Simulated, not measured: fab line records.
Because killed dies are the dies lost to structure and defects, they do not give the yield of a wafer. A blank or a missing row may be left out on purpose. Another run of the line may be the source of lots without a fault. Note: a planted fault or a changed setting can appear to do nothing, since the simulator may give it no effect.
fab line records | flow n5Finfet
[record] lots = 9 wafers = 27 lastDay = 17
route steps=1938 shown BEOL_M8@1346 PASSIVATION@1936
lots that met no fault: taken from a fault-free run of the same line
startH: the number of hours between the record's first day and the start of the first shown wafer of the lot | waitH: hours from the lot's prior step to this one | " the same as in the row above | L1.1+2: a single row standing in for several wafers | - no value, or no start was given | * or withheld: withheld | < > ~ a bound
route shown NAME@n: names a module that has steps shown in the file, with the first one's number in the route | usual: the fault-free wafers' mean and standard deviation | same: alike in all rows | chamber/n: place in a boat | sites: the reading at each site | _std_site: how widely they spread, as a standard deviation | _edge_site: the outer-site mean with the inner-site mean subtracted | radiusMm: for every site, how far away it sits from the centre of the wafer | mask NAME#n: copy n | behind: the last tool/chamber to shape the wafer | hold: the reason the lot was held/the length of the hold in hours/how it ended | device: transistor that didn't switch, given as n, p or np | end of line: the route-end tests of the same wafers | for a step that has no rows: nothing shown but its recipe | killed: dies that structure and defects cost at the first sort, which is not the same as the wafer's yield | map: per-die view of a wafer (x killed, . not killed, _ where there is no die)
set.NAME: the setting as run; set.NAME@STEP: as run at that earlier step | model.NAME: the simulator's own value behind a step, which no gauge read
the route's steps for a sample of lots (tables are steps, rows are wafers)
services: a tool's chamber out of use, with start hour (startH, from the record's first day; less than 0 if before it), hours out, and reason
[[steps]]
[step N5_BEOL_M8_OVL_MEAS_12]
[recipe] pointsPerWafer = 44
[usual] M8_OVL = 0.4/0.83
// columns lot.wafer tool chamber startH waitH M8_OVL[nm]
L642.2 overlay-02 0 208.90 0.0 0.4
L642.3 " 0 " " 1.1
L642.6 " 0 " " 0.6
L643.1 overlay-02 0 212.95 0.0 -0.4
L643.4 " 0 " " -0.1
L643.6 " 0 " " -0.3
L647.1 overlay-01 0 241.12 0.0 0.1
L647.4 " 0 " " 0.9
L647.6 " 0 " " 1.6
L648.1 overlay-01 0 246.93 0.0 -0.3
L648.4 " 0 " " 0.3
L648.5 " 0 " " -0.5
L652.2 overlay-01 0 254.28 0.0 1.1
L652.3 " 0 " " 0.8
L652.5 " 0 " " 1.0
L658.1 overlay-02 0 306.13 0.0 -1.3
L658.5 " 0 " " -0.9
L658.6 " 0 " " -0.1
L655.2 overlay-01 0 307.97 0.0 -0.8
L655.3 " 0 " " -0.1
L655.5 " 0 " " 0.0
L663.3 overlay-01 0 332.88 0.0 0.5
L663.4 " 0 " " 0.4
L663.6 " 0 " " 0.6
L665.3 overlay-01 0 344.47 0.0 0.8
L665.5 " 0 " " 0.4
L665.6 " 0 " " 1.0
[step N5_BEOL_M8_ETCH_62]
[recipe] chemistry = N2/H2 target = SOC targetDepthA = 1100 overetchA = 220 maskMaterial = SiARC tempC = 40 timeS = 165 ionEnergyEv = 200 pressureMtorr = 30 sourceW = 840 biasW = 150 n2FlowSccm = 200 h2FlowSccm = 200
[usual] chamberPressureMTorr = 29.994/0.027 drypumpMotorCurrentA = 5.9/0.34 oesProductAu = 0.66/0.071 rfFwdPowerW = 837.0/2.5 rfVppV = 522.9/2.4 showerheadPlenumPTorr = 2.51/0.087 throttleValvePct = 17.78/0.22
// columns lot.wafer tool chamber startH waitH chamberPressureMTorr drypumpMotorCurrentA oesProductAu rfFwdPowerW rfHoursCounterH rfVppV showerheadPlenumPTorr throttleValvePct
L642.2 rieDiel-02 2 209.44 0.0 30.014 5.9 0.62 836.3 178 527.4 2.63 17.86
L642.3 " 1 " " 29.993 6.1 0.59 838.2 221 523.4 2.51 17.71
L642.6 " 1 " " 29.963 6.1 0.58 840.1 - 522.4 2.51 17.71
L643.1 rieDiel-02 3 213.50 0.0 29.982 5.5 0.75 837.1 21 526.1 2.60 17.82
L643.4 " 2 " " 30.001 5.9 0.62 834.4 179 524.7 2.63 17.86
L643.6 " 0 " " 30.014 6.4 0.70 835.9 - 521.5 2.45 17.74
L647.1 rieDiel-04 1 241.53 0.0 30.010 6.3 0.68 835.7 108 520.8 2.45 17.42
L647.4 " 2 " " 30.036 6.1 0.60 835.4 245 522.5 2.51 18.06
L647.6 " 2 " " 29.992 6.1 0.60 833.4 - 523.4 2.51 18.07
L648.1 rieDiel-02 3 248.09 0.0 29.974 5.5 0.73 838.4 35 524.4 2.59 17.84
L648.4 " 1 " " 29.958 6.0 0.58 835.9 238 521.5 2.50 17.73
L648.5 " 1 " " 29.924 6.0 0.58 835.1 - 522.4 2.50 17.73
L652.2 rieDiel-02 1 255.85 0.0 30.024 6.1 0.57 840.4 242 522.2 2.50 17.73
L652.3 " 3 " " 29.963 5.5 0.73 837.6 39 525.2 2.59 17.84
L652.5 " 0 " " 29.988 6.3 0.69 836.2 - 521.6 2.45 17.78
L658.1 rieDiel-03 3 306.66 0.0 29.934 5.9 0.57 837.8 236 519.8 2.39 18.12
L658.5 " 1 " " 30.014 6.6 0.81 838.1 - 523.3 2.48 17.63
L658.6 " 3 " " 30.008 5.9 0.58 839.3 - 519.9 2.39 18.13
L655.2 rieDiel-02 3 308.12 0.0 29.998 5.5 0.70 840.6 57 525.7 2.58 17.87
L655.3 " 0 " " 30.026 6.3 0.68 832.6 122 520.1 2.44 17.78
L655.5 " 1 " " 30.034 6.1 0.79 837.1 - 523.6 2.50 17.41
L663.3 rieDiel-04 0 333.03 0.0 29.984 5.7 0.71 839.9 60 528.3 2.69 17.54
L663.4 " 2 " " 30.008 6.1 0.78 836.7 17 523.4 2.50 17.67
L663.6 " 0 " " 29.972 5.8 0.71 837.5 - 528.6 2.69 17.52
L665.3 rieDiel-03 3 344.64 0.0 30.033 5.9 0.58 838.2 253 520.8 2.38 18.14
L665.5 " 2 " " 29.986 5.7 0.61 836.0 - 524.0 2.53 17.88
L665.6 " 3 " " 29.979 5.9 0.57 835.5 - 521.2 2.38 18.15
[step N5_BEOL_M8_HM_OPEN_17]
[recipe] chemistry = Cl2/BCl3 targetDepthA = 200 overetchA = 60 target = TiN maskMaterial = SOC ionEnergyEv = 150 pressureMtorr = 10 icpW = 1000 biasW = 126 Cl2_flow_sccm = 53.25 bcl3FlowSccm = 21.75 Ar_flow_sccm = 25
[usual] chamberPressureMTorr = 10.000/0.0099 drypumpMotorCurrentA = 5.5/0.52 oesProductAu = 0.62/0.11 rfFwdPowerW = 992/3.5 throttleValvePct = 22.30/0.24
// columns lot.wafer tool chamber startH waitH chamberPressureMTorr drypumpMotorCurrentA oesProductAu rfFwdPowerW rfHoursCounterH throttleValvePct
L642.2 rieMetal-03 1 209.62 0.0 10.009 6.3 0.59 990 85 22.30
L642.3 " 1 " " 9.998 6.2 0.57 984 - 22.32
L642.6 " 0 " " 9.997 4.8 0.52 989 - 22.53
L643.1 rieMetal-03 1 213.69 0.0 9.997 6.2 0.58 991 85 22.31
L643.4 " 0 " " 10.013 4.8 0.52 988 - 22.52
L643.6 " 1 " " 9.991 6.3 0.59 992 - 22.29
L647.1 rieMetal-03 1 241.72 0.0 10.001 6.3 0.57 992 90 22.32
L647.4 " 1 " " 10.006 6.3 0.58 991 - 22.31
L647.6 " 1 " " 10.002 6.3 0.57 992 - 22.32
L648.1 rieMetal-02 1 248.27 0.0 9.995 5.2 0.56 990 103 22.07
L648.4 " 0 " " 9.989 5.5 0.73 991 - 21.97
L648.5 " 0 " " 9.992 5.5 0.73 995 - 21.96
L652.2 rieMetal-01 1 256.04 0.0 10.003 5.6 0.53 989 110 22.85
L652.3 " 1 " " 10.005 5.5 0.53 991 - 22.84
L652.5 " 1 " " 10.012 5.6 0.53 989 - 22.83
L658.1 rieMetal-01 1 306.84 0.0 9.998 5.5 0.54 992 114 22.83
L658.5 " 0 " " 10.004 5.3 0.57 997 - 22.09
L658.6 " 1 " " 9.990 5.5 0.54 996 - 22.84
L655.2 rieMetal-01 0 308.30 0.0 9.993 5.4 0.58 1000 83 22.09
L655.3 " 0 " " 9.999 5.3 0.57 1001 - 22.10
L655.5 " 1 " " 9.993 5.5 0.53 990 - 22.86
L663.3 rieMetal-03 1 333.25 0.1 9.998 6.3 0.56 992 - 22.34
L663.4 " 0 " " 10.016 4.8 0.77 985 - 22.43
L663.6 " 1 " " 10.008 6.3 0.55 989 - 22.33
L665.3 rieMetal-03 1 344.85 0.1 10.006 6.3 0.55 993 - 22.36
L665.5 " 0 " " 10.011 4.8 0.77 992 - 22.46
L665.6 " 1 " " 9.990 6.3 0.55 989 - 22.35
[step N5_BEOL_M8_INSPECT_30]
[recipe] mode = adi inspectInstrument = brightfield
[usual] rawDefectCount = 420/88
// columns lot.wafer tool chamber startH waitH rawDefectCount
L642.2 defectInspect-02 - 210.55 0.0 473
L642.3 " - " " 287
L642.6 " - " " 393
L643.1 defectInspect-01 - 214.58 0.1 469
L643.4 " - " " 472
L643.6 " - " " 447
L647.1 defectInspect-01 - 242.31 0.1 481
L647.4 " - " " 430
L647.6 " - " " 376
L648.1 defectInspect-02 - 249.22 0.1 526
L648.4 " - " " 474
L648.5 " - " " 554
L652.2 defectInspect-02 - 256.81 0.0 514
L652.3 " - " " 345
L652.5 " - " " 466
L658.1 defectInspect-02 - 309.89 0.1 1007
L658.5 " - " " 322
L658.6 " - " " 882
L655.2 defectInspect-01 - 309.94 0.0 532
L655.3 " - " " 523
L655.5 " - " " 822
L663.3 defectInspect-01 - 334.75 0.0 543
L663.4 " - " " 435
L663.6 " - " " 488
L665.3 defectInspect-01 - 346.89 0.0 332
L665.5 " - " " 565
L665.6 " - " " 261
[step N5_BEOL_M8_DESCUM_33]
[recipe] chemistry = O2 timeS = 7 sourcePowerW = 50 biasPowerW = 20 pressureMtorr = 20 rfFrequencyHz = 2.712e+07 tempC = 40 resist = CAR-EUV o2FlowSccm = 225
[usual] chamberPressureMTorr = 20.003/0.018 drypumpMotorCurrentA = 5.9/0.39 oesProductAu = 0.80/0.081 rfFwdPowerW = 49.32/0.27 rfVppV = 243.0/1.3 showerheadPlenumPTorr = 2.08/0.071 throttleValvePct = 20.33/0.21
// columns lot.wafer tool chamber startH waitH chamberPressureMTorr drypumpMotorCurrentA oesProductAu rfFwdPowerW rfHoursCounterH rfVppV showerheadPlenumPTorr throttleValvePct
L642.2 rieDiel-03 2 210.77 0.2 20.017 5.7 0.77 49.22 140 241.7 2.08 20.19
L642.3 " 3 " " 20.009 5.9 0.70 49.85 195 240.4 1.99 20.64
L642.6 " 0 " " 19.966 6.0 0.75 49.17 - 242.0 2.00 20.31
L643.1 rieDiel-04 1 214.61 0.0 19.995 6.3 0.81 49.53 97 241.6 2.02 20.06
L643.4 " 2 " " 19.996 6.1 0.72 49.14 235 243.0 2.06 20.51
L643.6 " 0 " " 19.999 5.8 0.93 49.23 - 245.1 2.22 20.04
L647.1 rieDiel-02 0 242.35 0.0 19.996 6.3 0.83 49.25 96 243.5 2.01 20.27
L647.4 " 1 " " 20.003 6.0 0.67 48.94 235 241.8 2.05 20.15
L647.6 " 0 " " 19.992 6.4 0.84 49.20 - 242.5 2.01 20.30
L648.1 rieDiel-03 0 250.50 1.3 20.009 6.0 0.75 48.92 152 241.0 2.00 20.34
L648.4 " 2 " " 20.011 5.7 0.76 49.24 - 243.8 2.08 20.20
L648.5 " 3 " " 20.014 5.9 0.69 49.65 - 242.5 1.98 20.66
L652.2 rieDiel-04 1 256.94 0.1 19.999 6.3 0.80 49.52 110 242.1 2.02 20.07
L652.3 " 2 " " 19.988 6.1 0.70 49.02 247 242.2 2.05 20.52
L652.5 " 0 " " 19.998 5.7 0.89 49.05 - 245.6 2.22 20.07
L658.1 rieDiel-04 1 309.96 0.1 19.998 6.3 0.77 49.39 132 240.7 2.01 20.11
L658.5 " 2 " " 19.983 6.2 0.94 49.32 - 241.8 2.05 20.16
L658.6 " 1 " " 20.006 6.3 0.78 49.77 - 241.5 2.01 20.08
L655.2 rieDiel-03 3 310.21 0.3 20.003 5.9 0.67 49.62 238 243.3 1.97 20.71
L655.3 " 2 " " 20.008 5.7 0.74 49.20 179 243.5 2.07 20.25
L655.5 " 1 " " 20.021 6.6 0.96 49.12 - 243.1 2.06 20.35
L663.3 rieDiel-02 2 334.87 0.1 19.996 5.9 0.70 49.57 216 243.7 2.16 20.50
L663.4 " 1 " " 20.000 6.0 0.90 49.48 13 243.1 2.04 19.92
L663.6 " 2 " " 20.036 5.9 0.70 49.54 - 244.9 2.16 20.53
L665.3 rieDiel-02 1 346.97 0.1 20.000 6.0 0.89 49.39 18 243.5 2.04 19.95
L665.5 " 2 " " 20.026 5.9 0.70 49.74 - 243.8 2.16 20.54
L665.6 " 3 " " 20.001 5.5 0.82 49.53 - 244.5 2.10 20.44
[step N5_PASSIVATION_PROBE_49]
[usual] defectLimitedYield = 91.2/1.6 killed_at_M0_to_M3 = 31/10 killed_at_M4_up = 14/4.4 killedAtContacts = 13/6 killedAtFrontEnd = 43/13 killedAtOther = 3.5/2.6 killedDies = 104/18 killedOnRim = 14/4.6 killedOpen = 68/14 killedShort = 34/8.1 sort_bin_5_function = 5.1/1.1 sort_bin_6_memory = 3.3/0.68 sortNPass = 1076/18 sortYieldPct = 91.2/1.6
[same] grossDies = 1180 killedAtBackSide = 0 sort_bin_4_leakage[%] = 0 sort_bin_8_speed[%] = 0
// columns lot.wafer tool chamber startH waitH defectLimitedYield[%] killed_at_M0_to_M3 killed_at_M4_up killedAtContacts killedAtFrontEnd killedAtOther killedDies killedOnRim killedOpen killedShort sort_bin_5_function[%] sort_bin_6_memory[%] sortNPass sortYieldPct[%]
L642.2 prober-01 - 278.32 0.1 91.7 32 5 5 49 7 98 13 56 42 4.8 3.1 1082 91.7
L642.3 prober-01 - 278.37 0.1 89.7 38 13 11 50 10 122 14 68 52 6.6 3.5 1058 89.7
L642.6 prober-01 - 278.52 0.3 91.7 26 12 11 42 7 98 14 62 35 5.2 2.8 1082 91.7
L643.1 prober-02 - 284.49 0.0 92.7 24 8 11 42 1 86 1 55 31 4.0 3.1 1094 92.7
L643.4 prober-02 - 284.64 0.2 91.9 36 8 18 27 6 95 11 61 34 5.1 2.7 1085 91.9
L643.6 prober-02 - 284.74 0.3 93.3 23 11 13 32 0 79 7 57 22 3.4 3.1 1101 93.3
L647.1 prober-01 - 311.97 0.0 89.7 22 11 17 63 8 121 15 87 33 5.6 4.4 1059 89.7
L647.4 prober-01 - 312.12 0.2 90.3 26 11 17 54 7 115 15 73 41 6.4 3.2 1065 90.3
L647.6 prober-01 - 312.22 0.3 90.6 28 7 8 64 4 111 16 69 39 6.1 3.2 1069 90.6
L648.1 prober-01 - 321.12 0.0 92.5 31 18 13 24 2 88 8 59 29 4.2 2.7 1092 92.5
L648.4 prober-01 - 321.27 0.2 92.7 44 6 8 25 3 86 7 57 28 3.8 3.0 1094 92.7
L648.5 prober-01 - 321.32 0.2 90.5 35 10 7 60 0 112 16 60 48 6.0 3.2 1068 90.5
L652.2 prober-02 - 330.88 0.1 91.3 36 13 11 34 9 103 14 62 41 5.0 3.4 1077 91.3
L652.3 prober-02 - 330.93 0.1 89.7 36 20 10 51 4 121 20 82 38 6.0 3.5 1059 89.7
L652.5 prober-02 - 331.03 0.2 91.4 40 14 0 38 9 101 13 61 39 5.4 2.9 1079 91.4
L655.2 prober-01 - 379.97 0.1 93.1 28 16 5 30 3 82 11 52 29 4.0 2.8 1098 93.1
L655.3 prober-01 - 380.02 0.1 92.6 33 18 8 26 2 87 9 65 19 4.1 3.1 1093 92.6
L655.5 prober-01 - 380.12 0.2 87.3 13 82 15 38 2 150 24 66 16 7.9 3.8 1030 87.3
L658.1 prober-01 - 382.03 0.0 84.9 46 68 13 50 1 178 41 74 44 8.1 5.6 1002 84.9
L658.5 prober-01 - 382.23 0.2 91.0 23 17 7 54 5 106 10 71 34 5.5 3.3 1074 91.0
L658.6 prober-01 - 382.28 0.3 84.5 36 79 11 55 2 183 27 77 42 10.3 3.7 997 84.5
L663.3 prober-02 - 411.88 0.1 93.2 16 17 6 41 0 80 6 58 22 4.5 2.1 1100 93.2
L663.4 prober-02 - 411.93 0.2 93.4 15 15 8 39 1 78 9 50 28 3.3 3.1 1102 93.4
L663.6 prober-02 - 412.03 0.3 93.1 22 10 12 35 2 81 8 49 32 3.2 3.4 1099 93.1
L665.3 prober-01 - 419.55 0.1 91.4 19 19 14 43 7 102 4 64 31 4.7 3.1 1078 91.4
L665.5 prober-01 - 419.65 0.2 90.6 16 21 13 56 5 111 11 77 29 5.6 3.4 1069 90.6
L665.6 prober-01 - 419.70 0.3 91.1 43 20 7 31 4 105 13 74 28 5.1 3.5 1075 91.1
// killed by level:class
L642.2 FIN_SAQP:geometricParticle:open=15 BEOL_M0_SAQP:geometricParticle:short=12 FIN_SAQP:geometricParticle:short=11 BEOL_M3:geometricParticle:open=7 BEOL_M0_SAQP:geometricParticle:open=6 STARTING-WAFER:geometricParticle:short=6 DUMMY_GATE:geometricParticle:open=5 MOL_CONTACT_COAG:geometricParticle:open=4
L642.3 FIN_SAQP:geometricParticle:short=20 BEOL_M0_SAQP:geometricParticle:open=10 BEOL_M3:geometricParticle:open=10 MOL_CONTACT_COAG:geometricParticle:open=9 FIN_SAQP:geometricParticle:open=8 STI_FIN_REVEAL:geometricParticle:open=7 BEOL_M4:geometricParticle:open=7 BEOL_M3:geometricParticle:short=6
L642.6 FIN_SAQP:geometricParticle:short=12 FIN_SAQP:geometricParticle:open=11 MOL_CONTACT_COAG:geometricParticle:open=9 BEOL_M3:geometricParticle:open=7 STI_FIN_REVEAL:geometricParticle:open=6 BEOL_M0_SAQP:geometricParticle:open=5 BEOL_M0_SAQP:geometricParticle:short=5 BEOL_M7:geometricParticle:open=5
L643.1 FIN_SAQP:geometricParticle:open=16 FIN_SAQP:geometricParticle:short=9 MOL_CONTACT_COAG:geometricParticle:open=7 BEOL_M0_SAQP:geometricParticle:short=5 GATE_CUT:geometricParticle:short=4 GATE_CUT:geometricParticle:open=4 MOL_CONTACT_COAG:geometricParticle:short=4 BEOL_M0:geometricParticle:open=4
L643.4 MOL_CONTACT_COAG:geometricParticle:open=12 FIN_SAQP:geometricParticle:open=6 FIN_SAQP:geometricParticle:short=6 MOL_CONTACT_COAG:geometricParticle:short=6 BEOL_M3:geometricParticle:open=6 BEOL_M1:geometricParticle:open=6 BEOL_M0_SAQP:geometricParticle:open=5 BEOL_M0:geometricParticle:open=5
L643.6 FIN_SAQP:geometricParticle:open=16 MOL_CONTACT_COAG:geometricParticle:open=13 BEOL_M4:geometricParticle:open=7 FIN_SAQP:geometricParticle:short=6 BEOL_M1:geometricParticle:open=6 BEOL_M0:geometricParticle:open=5 BEOL_M0_SAQP:geometricParticle:short=4 BEOL_M3:geometricParticle:open=4
L647.1 STI_FIN_REVEAL:geometricParticle:open=19 MOL_CONTACT_COAG:geometricParticle:open=16 BEOL_M1:geometricParticle:open=10 FIN_SAQP:geometricParticle:short=9 FIN_SAQP:geometricParticle:open=9 DUMMY_GATE:geometricParticle:open=8 BEOL_M4:geometricParticle:open=6 STI_FIN_REVEAL:geometricParticle:short=6
L647.4 MOL_CONTACT_COAG:geometricParticle:open=17 STI_FIN_REVEAL:geometricParticle:open=14 FIN_SAQP:geometricParticle:short=10 BEOL_M1:geometricParticle:open=10 GATE_CUT:geometricParticle:short=8 FIN_SAQP:geometricParticle:open=7 BEOL_M0_SAQP:geometricParticle:short=6 DUMMY_GATE:geometricParticle:open=5
L647.6 FIN_SAQP:geometricParticle:short=15 STI_FIN_REVEAL:geometricParticle:open=12 DUMMY_GATE:geometricParticle:open=9 BEOL_M0_SAQP:geometricParticle:open=9 BEOL_M0_SAQP:geometricParticle:short=8 MOL_CONTACT_COAG:geometricParticle:open=7 STARTING-WAFER:geometricParticle:open=7 FIN_SAQP:geometricParticle:open=6
L648.1 BEOL_M0_SAQP:geometricParticle:open=12 MOL_CONTACT_COAG:geometricParticle:open=11 BEOL_M4:geometricParticle:open=10 GATE_CUT:geometricParticle:short=7 STARTING-WAFER:geometricParticle:short=4 BEOL_M0_SAQP:geometricParticle:short=4 BEOL_M2:geometricParticle:open=4 BEOL_M3:geometricParticle:open=4
L648.4 BEOL_M0_SAQP:geometricParticle:short=12 BEOL_M0_SAQP:geometricParticle:open=11 BEOL_M2:geometricParticle:open=9 MOL_CONTACT_COAG:geometricParticle:open=7 FIN_SAQP:geometricParticle:open=4 STI_FIN_REVEAL:geometricParticle:open=3 DUMMY_GATE:geometricParticle:open=3 BEOL_M0:geometricParticle:open=3
L648.5 FIN_SAQP:geometricParticle:short=13 ILD0:geometricParticle:open=7 GATE_CUT:geometricParticle:short=7 BEOL_M0_SAQP:geometricParticle:open=7 BEOL_M0:geometricParticle:open=7 STARTING-WAFER:geometricParticle:open=7 BEOL_M1:geometricParticle:open=6 FIN_SAQP:geometricParticle:open=5
L652.2 FIN_SAQP:geometricParticle:open=12 BEOL_M0_SAQP:geometricParticle:short=10 MOL_CONTACT_COAG:geometricParticle:open=8 BEOL_M1:geometricParticle:open=7 BEOL_M0_SAQP:geometricParticle:open=6 FIN_SAQP:geometricParticle:short=5 BEOL_M1:geometricParticle:short=5 BEOL_M4:geometricParticle:short=4
L652.3 FIN_SAQP:geometricParticle:open=17 BEOL_M0_SAQP:geometricParticle:short=12 BEOL_M0_SAQP:geometricParticle:open=12 MOL_CONTACT_COAG:geometricParticle:open=8 STI_FIN_REVEAL:geometricParticle:open=7 GATE_CUT:geometricParticle:short=6 BEOL_M3:geometricParticle:open=5 BEOL_M5:geometricParticle:open=4
L652.5 BEOL_M0_SAQP:geometricParticle:open=10 STI_FIN_REVEAL:geometricParticle:open=9 BEOL_M0_SAQP:geometricParticle:short=9 FIN_SAQP:geometricParticle:short=6 BEOL_M3:geometricParticle:open=6 BEOL_M4:geometricParticle:short=6 FIN_SAQP:geometricParticle:open=5 BEOL_M1:geometricParticle:open=5
L655.2 BEOL_M4:geometricParticle:open=8 BEOL_M0_SAQP:geometricParticle:short=7 FIN_SAQP:geometricParticle:open=6 BEOL_M2:geometricParticle:open=6 MOL_CONTACT_COAG:geometricParticle:open=5 BEOL_M1:geometricParticle:short=5 ILD0:geometricParticle:open=4 GATE_CUT:geometricParticle:open=4
L655.3 BEOL_M1:geometricParticle:open=8 BEOL_M2:geometricParticle:open=8 BEOL_M4:geometricParticle:open=8 MOL_CONTACT_COAG:geometricParticle:open=7 BEOL_M3:geometricParticle:open=7 FIN_SAQP:geometricParticle:open=6 BEOL_M0_SAQP:geometricParticle:open=5 STARTING-WAFER:geometricParticle:open=5
L655.5 BEOL_M8:unspecified=65 MOL_CONTACT_COAG:geometricParticle:open=15 STI_FIN_REVEAL:geometricParticle:open=10 FIN_SAQP:geometricParticle:open=8 BEOL_M4:geometricParticle:open=8 BEOL_M2:geometricParticle:open=4 BEOL_M3:geometricParticle:open=4 FIN_SAQP:geometricParticle:short=3
L658.1 BEOL_M8:unspecified=60 STI_FIN_REVEAL:geometricParticle:open=16 BEOL_M0_SAQP:geometricParticle:open=16 BEOL_M0_SAQP:geometricParticle:short=13 FIN_SAQP:geometricParticle:open=10 MOL_CONTACT_COAG:geometricParticle:open=10 FIN_SAQP:geometricParticle:short=9 BEOL_M2:geometricParticle:open=5
L658.5 FIN_SAQP:geometricParticle:open=22 STI_FIN_REVEAL:geometricParticle:open=9 BEOL_M0_SAQP:geometricParticle:short=9 BEOL_M4:geometricParticle:open=6 MOL_CONTACT_COAG:geometricParticle:open=5 BEOL_M0_SAQP:geometricParticle:open=4 STI_FIN_REVEAL:geometricParticle:short=3 ILD0:geometricParticle:short=3
L658.6 BEOL_M8:unspecified=63 STI_FIN_REVEAL:geometricParticle:open=21 FIN_SAQP:geometricParticle:short=11 BEOL_M0_SAQP:geometricParticle:short=11 MOL_CONTACT_COAG:geometricParticle:open=10 BEOL_M4:geometricParticle:open=9 FIN_SAQP:geometricParticle:open=7 BEOL_M0_SAQP:geometricParticle:open=7
L663.3 FIN_SAQP:geometricParticle:open=10 BEOL_M4:geometricParticle:open=7 FIN_SAQP:geometricParticle:short=6 MOL_CONTACT_COAG:geometricParticle:open=5 STI_FIN_REVEAL:geometricParticle:open=5 DUMMY_GATE:geometricParticle:open=5 BEOL_M3:geometricParticle:open=5 BEOL_M0_SAQP:geometricParticle:open=4
L663.4 FIN_SAQP:geometricParticle:short=8 STI_FIN_REVEAL:geometricParticle:open=8 DUMMY_GATE:geometricParticle:open=7 GATE_CUT:geometricParticle:short=7 MOL_CONTACT_COAG:geometricParticle:open=6 BEOL_M3:geometricParticle:open=5 BEOL_M4:geometricParticle:open=5 BEOL_M1:geometricParticle:open=4
L663.6 DUMMY_GATE:geometricParticle:open=9 BEOL_M0_SAQP:geometricParticle:short=8 FIN_SAQP:geometricParticle:open=7 MOL_CONTACT_COAG:geometricParticle:open=7 FIN_SAQP:geometricParticle:short=6 BEOL_M0_SAQP:geometricParticle:open=6 MOL_CONTACT_COAG:geometricParticle:short=5 STI_FIN_REVEAL:geometricParticle:open=4
L665.3 FIN_SAQP:geometricParticle:open=10 STI_FIN_REVEAL:geometricParticle:open=10 BEOL_M4:geometricParticle:open=10 MOL_CONTACT_COAG:geometricParticle:open=8 MOL_CONTACT_COAG:geometricParticle:short=6 HKMG_FIN:areaEtch=5 FIN_SAQP:geometricParticle:short=4 BEOL_M3:geometricParticle:open=4
L665.5 STI_FIN_REVEAL:geometricParticle:open=17 MOL_CONTACT_COAG:geometricParticle:open=12 BEOL_M4:geometricParticle:open=8 FIN_SAQP:geometricParticle:open=5 FIN_SAQP:geometricParticle:short=5 STI_FIN_REVEAL:geometricParticle:short=5 GATE_CUT:geometricParticle:open=5 BEOL_M3:geometricParticle:open=4
L665.6 STI_FIN_REVEAL:geometricParticle:open=11 BEOL_M1:geometricParticle:open=11 BEOL_M3:geometricParticle:open=10 MOL_CONTACT_COAG:geometricParticle:open=6 BEOL_M1:geometricParticle:short=5 BEOL_M2:geometricParticle:open=5 DUMMY_GATE:geometricParticle:open=4 BEOL_M7:geometricParticle:open=4
[[services]]
// columns tool chamber startH hours kind
rieDiel-02 1 186.80 2.4 repair
rieMetal-02 0 204.68 21.3 repair
rieDiel-02 0 218.61 13.5 repair
rieMetal-03 0 222.44 - clean
rieMetal-03 0 222.44 18.6 scheduledDown
rieMetal-03 0 222.44 18.6 ventCycle
rieDiel-04 3 229.55 4.3 repair
rieMetal-01 - 241.06 0.3 repair
rieDiel-03 1 249.80 - clean
rieDiel-03 1 249.80 - consumableReplace:focusRing
rieDiel-03 1 249.80 19.8 scheduledDown
rieDiel-03 1 249.80 19.8 ventCycle
rieDiel-04 2 266.04 - clean
rieDiel-04 2 266.04 - consumableReplace:focusRing
rieDiel-04 2 266.04 20.8 scheduledDown
rieDiel-03 2 280.67 4.3 repair
rieDiel-02 1 282.03 - clean
rieDiel-02 1 282.03 - consumableReplace:focusRing
rieDiel-02 1 282.03 19.3 scheduledDown
rieDiel-02 1 282.03 19.3 ventCycle
rieDiel-03 0 298.30 15.4 repair
rieMetal-03 0 318.69 6.3 repair
rieDiel-02 2 324.37 9.4 repair
rieDiel-03 1 329.91 16.6 repair
[[key]]
[firstSign] step = N5_BEOL_M8_INSPECT_30 reading = rawDefectCount direction = up sigmas = 5.5 usual = 420 struck = 904
[effect] step = N5_PASSIVATION_PROBE_49 reading = killed_at_M4_up direction = up sigmas = 14 usual = 14 struck = 76
[moreKillsBornAt] N5_BEOL_M8_HM_OPEN_17@rieMetal-01 = 188
metAt N5_BEOL_M8_HM_OPEN_17
struckLots L655,L658
struckWafers L655.5,L658.1,L658.6
notActingAt N5_BEOL_M8_OVL_MEAS_12,N5_BEOL_M8_ETCH_62,N5_BEOL_M8_DESCUM_33
onsetBetween 256.04 306.84
[fault] kind = chamberParticleSource tool = rieMetal-01 chamber = 1 onsetH = 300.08 steps = N5_BEOL_M8_HM_OPEN_17 ratePerVisitCm2 = 0.5513 endH = 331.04
